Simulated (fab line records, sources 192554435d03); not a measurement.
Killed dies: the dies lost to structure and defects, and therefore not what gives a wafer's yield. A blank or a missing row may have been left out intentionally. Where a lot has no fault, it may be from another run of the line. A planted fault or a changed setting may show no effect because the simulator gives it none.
Matching of chambers	flow n5Finfet	rieDiel-05 running N5_BEOL_M13_DESCUM_15: 4 sister chambers
The step chemistry O2, time 7.9 s. 8 wafers are shown with their chamber, then 8 later ones without.

## WAFERS, EACH WITH ITS CHAMBER
wafer	chamber	showerheadPlenumPTorr (Torr)	drypumpMotorCurrentA (A)
L078.2	2	2.00	5.7
L078.4	3	1.99	5.3
L079.1	2	2.00	5.7
L083.6	0	2.14	5.0
L087.1	3	1.98	5.4
L087.2	0	2.14	4.9
L087.5	1	2.09	6.2
L090.1	1	2.08	6.2

## WAFERS WITH NO CHAMBER GIVEN
wafer	showerheadPlenumPTorr (Torr)	drypumpMotorCurrentA (A)
L090.5	2.09	6.2
L090.6	2.14	5.0
L092.2	1.99	5.6
L092.4	2.08	6.2
L092.5	1.98	5.3
L094.4	2.08	6.2
L094.5	2.13	4.9
L094.6	1.98	5.4

## WHICH CHAMBER EACH ONE RAN IN
wafer	from the rows above	in truth
L090.5	1	1
L090.6	0	0
L092.2	2	2
L092.4	1	1
L092.5	3	3
L094.4	1	1
L094.5	0	0
L094.6	3	3
Correctly placed: 8 of 8. Number that these rows cannot place: 0. 0 placed wrongly.
How it was worked out, from the rows above alone: a wafer's distance from a chamber is the root of the sum, over the readings, of the square of ((its reading less the chamber's mean) divided by the reading's scatter). The wafer belongs to the nearest chamber; if the next one is less than 2 further off, it can't be placed. Each chamber's mean is taken over the wafers shown for it. The scatter: the root of (the sum of the squares of (reading less its chamber's mean) over the shown wafers, divided by (wafers less chambers)).
